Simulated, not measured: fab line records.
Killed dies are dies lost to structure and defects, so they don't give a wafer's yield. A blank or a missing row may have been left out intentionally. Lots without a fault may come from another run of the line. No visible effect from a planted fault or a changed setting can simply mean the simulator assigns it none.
fab line records	flow n5Finfet
[record] lots = 11	wafers = 31	lastDay = 18
route steps=1938 shown BEOL_M8@1395 BEOL_M9@1402 PASSIVATION@1936
lots untouched by any fault: they come from a run of this same line in which no faults occurred
startH: hours from the record's first day to the start of the lot's first wafer shown	waitH: how many hours have passed since the lot's step before this one	" as in the row above	L1.1+2: a single row standing in for several wafers	- no value, or no start was given	* or withheld: withheld	< > ~ a bound
route shown NAME@n: names a module that has steps shown in the file, with the first one's number in the route	usual: mean/standard deviation taken from wafers without a fault	same: alike in all rows	chamber/n: place in a boat	sites: readings site by site	_std_site: their standard deviation	_edge_site: the outer-site mean with the inner-site mean subtracted	radiusMm: how far each site lies from the wafer's centre	mask NAME#n: copy n	behind: the most recent tool/chamber to have shaped the wafer	hold: what put the lot on hold/how long, in hours/how the hold closed	device: the transistor (n, p or np) that didn't switch	end of line: tests of these same wafers at the route's end	step lacking rows: just its recipe	killed: dies lost to structure and defects at the first sort, not the wafer's yield	map: per-die view of a wafer (x killed, . not killed, _ where there is no die)
set.NAME: setting as actually run; set.NAME@STEP: the setting as run at that earlier step	model.NAME: the simulator's own value behind a step, which no gauge read
a sample of lots followed through the steps of the route, with each step as a table and each wafer as a row
services: the hour from which a tool's chamber was out of use, counted from the record's first day as startH (under 0 if before that day), plus the number of hours and why
[[steps]]
[step N5_BEOL_M8_CMP_52]
[recipe] stopOn = SiCOH_lowk	tOverpolishS = 6.9	downForcePsi = 1	platenRpm = 50	clearingPlatenDownForcePsi = 1.5	clearingPlatenRpm = 50	postCmpClean = cuAlkaline	targetThkNm = 80	clearingPlatenPadVelocityMS = 0.99484	padVelocityMS = 0.99484
[usual] barrierFieldEndpointS = 29.1/0.79	clearingPlatenRpm = 49.997/0.028	motorCurrentA = 5.7/0.62	overpolishRunS = 6.900/0.0094	timeToEndpointS = 63.9/3
lot.wafer	tool	chamber	startH	waitH	barrierFieldEndpointS	clearingPlatenRpm	motorCurrentA	overpolishRunS	timeToEndpointS
L476.1	cmp-01	2	197.68	0.4	29.4	49.959	4.8	6.893	59.9
L476.5	"	3	"	"	29.3	49.988	6.1	6.919	65.5
L479.4	cmp-03	3	214.74	0.3	28.2	50.014	6.4	6.905	58.9
L479.3	"	0	"	"	29.4	50.001	6.0	6.904	61.6
L479.6	"	2	"	"	30.4	49.994	5.8	6.902	69.2
L480.1	cmp-03	3	228.31	0.3	27.1	49.994	6.4	6.904	58.0
L480.4	"	1	"	"	28.2	49.993	5.3	6.911	64.4
L480.6	"	3	"	"	28.6	50.003	6.5	6.893	61.1
L481.1	cmp-03	0	231.05	0.3	27.5	49.989	6.2	6.895	59.0
L481.4	"	1	"	"	28.0	49.982	5.2	6.889	63.3
L481.6	"	0	"	"	28.7	49.994	6.2	6.903	63.8
L482.3	cmp-03	2	239.74	0.2	28.8	50.032	5.9	6.893	64.8
L482.1	"	3	"	"	27.3	49.950	6.3	6.884	56.2
L482.2	"	1	"	"	28.4	50.024	5.2	6.892	61.5
L483.3	cmp-03	3	251.70	0.3	28.6	50.011	6.5	6.897	63.2
L483.5	"	0	"	"	28.4	49.989	6.1	6.878	60.2
L483.6	"	1	"	"	29.7	49.959	5.0	6.919	63.6
L491.1	cmp-01	2	287.53	0.3	28.7	50.014	4.9	6.894	59.8
L491.2	"	3	"	"	29.2	49.999	6.0	6.910	64.6
L491.5	"	2	"	"	29.5	49.995	4.7	6.912	62.9
L494.3	cmp-03	0	318.50	0.2	29.9	49.997	6.2	6.878	63.2
L494.2	"	1	"	"	29.5	49.982	5.1	6.885	64.1
L494.1	"	2	"	"	30.8	49.979	5.8	6.901	69.0
L499.3	cmp-03	0	342.54	0.2	29.6	50.016	6.2	6.899	62.4
L499.6	"	3	"	"	29.4	49.987	6.7	6.885	59.4
L497.1	cmp-03	1	356.41	0.3	29.6	49.981	4.9	6.895	66.1
L497.5	"	0	"	"	29.1	50.022	6.3	6.913	61.5
L497.6	"	1	"	"	29.7	49.973	5.1	6.898	65.9
L498.4	cmp-03	1	357.78	0.2	30.0	49.998	5.0	6.905	65.3
L498.3	"	2	"	"	29.3	49.939	5.8	6.906	66.8
L498.5	"	1	"	"	29.0	49.986	5.3	6.888	63.5
[step N5_BEOL_M8_INSPECT_58]
[recipe] inspectInstrument = darkfield	mode = postDep
[usual] rawDefectCount = 70/22
lot.wafer	tool	chamber	startH	waitH	rawDefectCount
L476.1	defectInspect-02	-	198.02	0.0	84
L476.5	"	-	"	"	47
L479.3	defectInspect-02	-	215.11	0.0	53
L479.4	"	-	"	"	72
L479.6	"	-	"	"	52
L480.1	defectInspect-01	-	228.72	0.0	49
L480.4	"	-	"	"	47
L480.6	"	-	"	"	88
L481.1	defectInspect-02	-	231.50	0.0	877
L481.4	"	-	"	"	831
L481.6	"	-	"	"	896
L482.1	defectInspect-02	-	240.19	0.0	862
L482.2	"	-	"	"	901
L482.3	"	-	"	"	857
L483.3	defectInspect-01	-	252.04	0.0	886
L483.5	"	-	"	"	835
L483.6	"	-	"	"	848
L491.1	defectInspect-02	-	287.99	0.0	38
L491.2	"	-	"	"	61
L491.5	"	-	"	"	52
L494.1	defectInspect-01	-	318.95	0.0	45
L494.2	"	-	"	"	55
L494.3	"	-	"	"	61
L499.3	defectInspect-01	-	342.91	0.0	59
L499.6	"	-	"	"	69
L497.1	defectInspect-01	-	356.83	0.0	102
L497.5	"	-	"	"	86
L497.6	"	-	"	"	76
L498.3	defectInspect-01	-	358.19	0.0	74
L498.4	"	-	"	"	77
L498.5	"	-	"	"	69
[step N5_BEOL_M9_CURE_71]
[recipe] tempC = 385	timeS = 240	ambient = He/Ar	material = SiCOH_lowk
[usual] lampPowerPct = 52.31/0.052	wafer_temp_C_max = 387.0/0.7
[same] timeS = 240
lot.wafer	tool	chamber	startH	waitH	lampPowerPct	wafer_temp_C_max
L476.1	uvCure-01	1	198.17	0.1	52.34	387.2
L476.5	"	1	"	"	52.33	387.7
L479.3	uvCure-03	1	215.42	0.2	52.23	386.2
L479.4	"	1	"	"	52.31	385.9
L479.6	"	1	"	"	52.43	385.8
L480.1	uvCure-02	0	228.84	0.0	52.34	386.6
L480.4	"	0	"	"	52.22	386.8
L480.6	"	0	"	"	52.31	386.6
L481.1	uvCure-03	2	231.61	0.0	52.33	387.9
L481.4	"	2	"	"	52.41	387.7
L481.6	"	2	"	"	52.32	388.3
L482.1	uvCure-02	0	240.30	0.0	52.30	387.1
L482.2	"	0	"	"	52.38	386.6
L482.3	"	0	"	"	52.28	386.6
L483.3	uvCure-01	0	252.32	0.2	52.34	387.8
L483.5	"	0	"	"	52.35	387.9
L483.6	"	0	"	"	52.27	387.2
L491.1	uvCure-01	0	288.10	0.0	52.27	388.4
L491.2	"	0	"	"	52.31	387.0
L491.5	"	0	"	"	52.23	386.8
L494.1	uvCure-02	2	319.07	0.0	52.40	388.0
L494.2	"	2	"	"	52.31	387.3
L494.3	"	2	"	"	52.39	387.4
L499.3	uvCure-03	2	343.22	0.2	52.19	387.0
L499.6	"	2	"	"	52.30	387.1
L497.1	uvCure-02	2	356.94	0.0	52.37	388.3
L497.5	"	2	"	"	52.24	386.4
L497.6	"	2	"	"	52.38	387.0
L498.3	uvCure-02	0	358.60	0.3	52.30	387.2
L498.4	"	0	"	"	52.41	386.5
L498.5	"	0	"	"	52.23	386.4
[step N5_BEOL_M9_PECVD_70]
[recipe] material = SiO2	targetThkA = 200	tempC = 400	precursor = TEOS/O2	pressureTorr = 5.5	rfW = 450	teosFlowSccm = 53.8	gas = O2	flowSccm = 3000	timeS = 22.7
[usual] heaterPowerW = 711/110	rfFwdPowerW = 445.2/1.9	showerheadPlenumPTorr = 8.78/0.057	throttleValvePct = 22.6/1.1
[same] timeS = 22.7
lot.wafer	tool	chamber	startH	waitH	heaterPowerW	rfFwdPowerW	showerheadPlenumPTorr	throttleValvePct
L476.1	pecvd-01	1	198.72	0.0	629	447.5	8.78	25.3
L476.5	"	2	"	"	552	442.2	8.80	24.0
L479.3	pecvd-02	2	215.81	0.0	849	444.9	8.77	21.8
L479.4	"	0	"	"	649	445.5	8.71	22.8
L479.6	"	2	"	"	850	445.8	8.76	22.0
L480.1	pecvd-02	0	229.39	0.0	569	445.8	8.69	23.3
L480.4	"	2	"	"	864	448.3	8.77	21.8
L480.6	"	0	"	"	560	444.5	8.70	23.1
L481.1	pecvd-02	0	232.16	0.0	570	446.8	8.72	23.1
L481.4	"	2	"	"	847	445.4	8.75	21.8
L481.6	"	1	"	"	750	442.4	8.86	23.0
L482.1	pecvd-01	1	241.33	0.0	643	446.5	8.79	25.2
L482.2	"	2	"	"	548	445.1	8.80	22.0
L482.3	"	0	"	"	643	444.5	8.66	22.1
L483.3	pecvd-02	2	252.71	0.0	798	446.7	8.77	21.7
L483.5	"	1	"	"	801	443.7	8.84	23.3
L483.6	"	2	"	"	809	447.7	8.79	21.8
L491.1	pecvd-01	0	288.65	0.0	607	443.9	8.66	21.9
L491.2	"	2	"	"	648	445.5	8.78	21.8
L491.5	"	0	"	"	607	446.4	8.63	21.9
L494.1	pecvd-03	1	319.62	0.0	778	448.5	8.77	22.2
L494.2	"	2	"	"	750	441.9	8.83	21.3
L494.3	"	0	"	"	733	446.0	8.78	23.4
L499.3	pecvd-02	1	343.61	0.0	839	441.1	8.88	23.2
L499.6	"	1	"	"	851	444.0	8.85	23.0
L497.1	pecvd-02	2	357.49	0.0	977	447.7	8.76	21.7
L497.5	"	1	"	"	768	442.4	8.84	23.1
L497.6	"	0	"	"	600	447.1	8.71	23.0
L498.3	pecvd-02	1	358.99	0.0	853	442.8	8.86	23.3
L498.4	"	1	"	"	855	443.2	8.88	23.2
L498.5	"	0	"	"	569	446.9	8.69	23.2
[step N5_BEOL_M9_INSPECT_13]
[recipe] mode = adi	inspectInstrument = brightfield
[usual] rawDefectCount = 400/95
lot.wafer	tool	chamber	startH	waitH	rawDefectCount
L476.1	defectInspect-01	-	200.70	0.0	397
L476.5	"	-	"	"	340
L479.3	defectInspect-01	-	216.29	0.0	340
L479.4	"	-	"	"	512
L479.6	"	-	"	"	517
L480.1	defectInspect-02	-	230.60	0.0	382
L480.4	"	-	"	"	264
L480.6	"	-	"	"	503
L481.1	defectInspect-02	-	234.88	0.0	1381
L481.4	"	-	"	"	1246
L481.6	"	-	"	"	1361
L482.1	defectInspect-01	-	244.54	0.0	1285
L482.2	"	-	"	"	1358
L482.3	"	-	"	"	1377
L483.3	defectInspect-01	-	254.15	0.0	1159
L483.5	"	-	"	"	1150
L483.6	"	-	"	"	1102
L491.1	defectInspect-01	-	291.35	0.0	496
L491.2	"	-	"	"	369
L491.5	"	-	"	"	528
L494.1	defectInspect-02	-	320.68	0.0	313
L494.2	"	-	"	"	320
L494.3	"	-	"	"	258
L499.3	defectInspect-02	-	345.50	0.0	331
L499.6	"	-	"	"	250
L497.1	defectInspect-01	-	359.52	0.0	594
L497.5	"	-	"	"	437
L497.6	"	-	"	"	468
L498.3	defectInspect-01	-	359.82	0.0	338
L498.4	"	-	"	"	376
L498.5	"	-	"	"	405
[step N5_PASSIVATION_PROBE_49]
[usual] defectLimitedYield = 91.4/1.5	killed_at_M0_to_M3 = 33/9.8	killed_at_M4_up = 14/5.5	killedAtContacts = 12/6.5	killedAtFrontEnd = 38/11	killedAtOther = 3/3.1	killedDies = 101/17	killedOnRim = 14/4.4	killedOpen = 66/13	killedShort = 32/7.5	sort_bin_5_function = 5.0/1	sort_bin_6_memory = 3.2/0.69	sortNPass = 1079/17	sortYieldPct = 91.4/1.5
[same] grossDies = 1180	killedAtBackSide = 0	sort_bin_4_leakage[%] = 0	sort_bin_8_speed[%] = 0
lot.wafer	tool	chamber	startH	waitH	defectLimitedYield[%]	killed_at_M0_to_M3	killed_at_M4_up	killedAtContacts	killedAtFrontEnd	killedAtOther	killedDies	killedOnRim	killedOpen	killedShort	sort_bin_5_function[%]	sort_bin_6_memory[%]	sortNPass	sortYieldPct[%]
L480.1	prober-02	-	289.85	0.0	91.0	22	28	15	41	0	106	14	76	27	5.8	3.1	1074	91.0
L480.4	prober-02	-	290.00	0.2	90.6	28	17	4	60	2	111	18	74	35	5.1	4.0	1069	90.6
L480.6	prober-02	-	290.10	0.3	90.3	40	13	8	53	0	114	17	79	34	6.4	2.9	1066	90.3
L481.1	prober-01	-	297.52	0.0	45.8	47	543	8	41	0	639	77	66	39	35.3	14.8	541	45.8
L481.4	prober-01	-	297.67	0.2	45.7	33	550	10	41	7	641	75	67	33	35.6	15.8	539	45.7
L481.6	prober-01	-	297.77	0.3	44.2	28	578	17	31	4	658	101	51	30	33.6	17.4	522	44.2
L482.1	prober-02	-	313.41	0.0	45.7	33	548	22	35	3	641	91	72	25	32.8	18.1	539	45.7
L482.2	prober-02	-	313.46	0.1	46.6	25	565	6	31	3	630	91	47	23	33.7	15.4	550	46.6
L482.3	prober-02	-	313.51	0.1	46.4	22	568	6	37	0	633	75	55	22	32.6	17.0	547	46.4
L483.3	prober-02	-	315.16	0.1	44.1	27	580	11	39	3	660	83	61	25	36.0	15.0	520	44.1
L483.5	prober-02	-	315.26	0.2	44.2	34	572	5	40	8	659	87	66	28	36.3	15.8	521	44.2
L483.6	prober-02	-	315.31	0.3	47.5	16	545	8	45	6	620	84	53	23	32.9	15.8	560	47.5
L491.1	prober-02	-	365.60	0.0	92.5	24	15	3	46	1	89	13	55	34	4.0	3.2	1091	92.5
L491.2	prober-02	-	365.65	0.1	92.9	37	14	8	23	2	84	8	53	28	4.3	2.5	1096	92.9
L491.5	prober-02	-	365.80	0.2	91.8	39	11	4	43	0	97	12	59	37	4.5	3.5	1083	91.8
// killed by level:class
L480.1 MOL_CONTACT_COAG:geometricParticle:open=12 FIN_SAQP:geometricParticle:open=11 BEOL_M4:geometricParticle:open=8 BEOL_M5:geometricParticle:open=8 FIN_SAQP:geometricParticle:short=6 DUMMY_GATE:geometricParticle:open=5 BEOL_M1:geometricParticle:open=5 STI_FIN_REVEAL:geometricParticle:open=4
L480.4 FIN_SAQP:geometricParticle:open=19 FIN_SAQP:geometricParticle:short=16 BEOL_M3:geometricParticle:open=13 BEOL_M4:geometricParticle:open=10 STI_FIN_REVEAL:geometricParticle:open=5 BEOL_M3:geometricParticle:short=4 BEOL_M6:geometricParticle:open=3 STI_FIN_REVEAL:geometricParticle:short=3
L480.6 FIN_SAQP:geometricParticle:open=16 FIN_SAQP:geometricParticle:short=11 BEOL_M1:geometricParticle:open=11 STI_FIN_REVEAL:geometricParticle:open=10 BEOL_M0_SAQP:geometricParticle:open=10 BEOL_M0_SAQP:geometricParticle:short=8 BEOL_M4:geometricParticle:open=6 MOL_CONTACT_COAG:geometricParticle:open=5
L481.1 BEOL_M8:unspecified=534 BEOL_M0_SAQP:geometricParticle:short=15 BEOL_M3:geometricParticle:open=11 STI_FIN_REVEAL:geometricParticle:open=8 MOL_CONTACT_COAG:geometricParticle:open=7 DUMMY_GATE:geometricParticle:open=6 ILD0:geometricParticle:short=6 BEOL_M0_SAQP:geometricParticle:open=6
L481.4 BEOL_M8:unspecified=541 STI_FIN_REVEAL:geometricParticle:open=14 BEOL_M3:geometricParticle:open=12 MOL_CONTACT_COAG:geometricParticle:open=9 BEOL_M0_SAQP:geometricParticle:short=7 FIN_SAQP:geometricParticle:open=6 GATE_CUT:geometricParticle:open=4 BEOL_M0_SAQP:geometricParticle:open=4
L481.6 BEOL_M8:unspecified=568 MOL_CONTACT_COAG:geometricParticle:open=12 HKMG_FIN:areaEtch=9 BEOL_M0_SAQP:geometricParticle:short=7 BEOL_M3:geometricParticle:open=6 BEOL_M0_SAQP:geometricParticle:open=6 BEOL_M3:geometricParticle:short=6 FIN_SAQP:geometricParticle:open=5
L482.1 BEOL_M8:unspecified=542 MOL_CONTACT_COAG:geometricParticle:open=17 STI_FIN_REVEAL:geometricParticle:open=13 BEOL_M0_SAQP:geometricParticle:open=12 BEOL_M3:geometricParticle:open=7 BEOL_M0_SAQP:geometricParticle:short=6 FIN_SAQP:geometricParticle:open=5 MOL_CONTACT_COAG:geometricParticle:short=5
L482.2 BEOL_M8:unspecified=559 FIN_SAQP:geometricParticle:short=9 FIN_SAQP:geometricParticle:open=8 BEOL_M3:geometricParticle:open=8 GATE_CUT:geometricParticle:short=6 BEOL_M2:geometricParticle:open=6 MOL_CONTACT_COAG:geometricParticle:open=5 STI_FIN_REVEAL:geometricParticle:open=4
L482.3 BEOL_M8:unspecified=553 FIN_SAQP:geometricParticle:open=9 FIN_SAQP:geometricParticle:short=8 BEOL_M3:geometricParticle:open=8 MOL_CONTACT_COAG:geometricParticle:open=6 BEOL_M2:geometricParticle:open=6 BEOL_M0_SAQP:geometricParticle:short=5 BEOL_M4:geometricParticle:open=5
L483.3 BEOL_M8:unspecified=572 FIN_SAQP:geometricParticle:open=12 MOL_CONTACT_COAG:geometricParticle:open=8 BEOL_M2:geometricParticle:open=7 STI_FIN_REVEAL:geometricParticle:open=6 DUMMY_GATE:geometricParticle:open=5 BEOL_M0_SAQP:geometricParticle:short=5 BEOL_M1:geometricParticle:open=5
L483.5 BEOL_M8:unspecified=565 FIN_SAQP:geometricParticle:open=16 BEOL_M0_SAQP:geometricParticle:open=14 FIN_SAQP:geometricParticle:short=6 STI_FIN_REVEAL:geometricParticle:open=6 PASS1_DEP:geometricParticle:open=6 BEOL_M0_SAQP:geometricParticle:short=6 BEOL_M2:geometricParticle:open=5
L483.6 BEOL_M8:unspecified=537 STI_FIN_REVEAL:geometricParticle:open=18 FIN_SAQP:geometricParticle:open=9 BEOL_M2:geometricParticle:open=6 STI_FIN_REVEAL:geometricParticle:short=5 MOL_CONTACT_COAG:geometricParticle:open=5 HKMG_FIN:areaEtch=5 BEOL_M0_SAQP:geometricParticle:open=4
L491.1 FIN_SAQP:geometricParticle:open=16 GATE_CUT:geometricParticle:short=10 BEOL_M5:geometricParticle:open=7 BEOL_M0_SAQP:geometricParticle:short=5 BEOL_M1:geometricParticle:open=5 BEOL_M1:geometricParticle:short=5 GATE_CUT:geometricParticle:open=4 BEOL_M0_SAQP:geometricParticle:open=4
L491.2 BEOL_M3:geometricParticle:open=10 BEOL_M0_SAQP:geometricParticle:short=9 MOL_CONTACT_COAG:geometricParticle:open=7 BEOL_M3:geometricParticle:short=6 BEOL_M4:geometricParticle:open=6 BEOL_M5:geometricParticle:open=5 DUMMY_GATE:geometricParticle:open=4 GATE_CUT:geometricParticle:short=4
L491.5 FIN_SAQP:geometricParticle:open=9 BEOL_M0_SAQP:geometricParticle:short=9 FIN_SAQP:geometricParticle:short=8 BEOL_M0_SAQP:geometricParticle:open=8 BEOL_M3:geometricParticle:open=8 BEOL_M4:geometricParticle:open=6 BEOL_M3:geometricParticle:short=5 GATE_CUT:geometricParticle:short=4
[[services]]
tool	chamber	startH	hours	kind
pecvd-02	2	180.90	5.4	repair
pecvd-01	1	191.84	2.1	scheduledDown
uvCure-02	-	197.72	5.0	pm
pecvd-01	2	202.38	-	clean
pecvd-01	2	202.38	-	consumableReplace:showerhead
pecvd-01	2	202.38	29.0	scheduledDown
pecvd-01	2	202.38	29.0	ventCycle
uvCure-03	-	209.40	2.1	pm
cmp-03	-	216.65	5.4	pm
uvCure-03	-	219.60	1.0	pm
cmp-01	-	219.98	1.1	repair
cmp-01	-	224.49	4.0	pm
cmp-01	-	228.49	5.4	pm
uvCure-02	-	255.26	6.8	repair
cmp-01	-	266.79	1.0	repair
uvCure-03	-	266.98	1.1	repair
pecvd-02	-	276.64	14.9	repair
uvCure-02	-	296.21	1.0	pm
cmp-01	-	312.27	1.0	repair
cmp-03	-	334.39	4.4	pm
pecvd-01	1	340.74	5.6	repair
uvCure-01	-	349.13	2.5	repair
cmp-01	-	352.70	0.6	repair
pecvd-03	-	354.87	5.1	repair
[[key]]
[firstSign] step = N5_BEOL_M8_INSPECT_58	reading = rawDefectCount	direction = up	sigmas = 36	usual = 70	struck = 866
[effect] step = N5_BEOL_M9_INSPECT_13	reading = rawDefectCount	direction = up	sigmas = 9.2	usual = 400	struck = 1269
[effect] step = N5_PASSIVATION_PROBE_49	reading = killed_at_M4_up	direction = up	sigmas = 99+	usual = 14	struck = 561
[moreKillsBornAt] N5_BEOL_M8_CMP_52@cmp-03 = 4971
metAt N5_BEOL_M8_CMP_52
struckLots L481,L482,L483
notActingAt N5_BEOL_M9_CURE_71,N5_BEOL_M9_PECVD_70
onsetBetween 228.31 231.05
[fault] kind = chamberParticleSource	tool = cmp-03	chamber = -	onsetH = 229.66	steps = N5_BEOL_M8_CMP_52	ratePerVisitCm2 = 1.2469	endH = 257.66
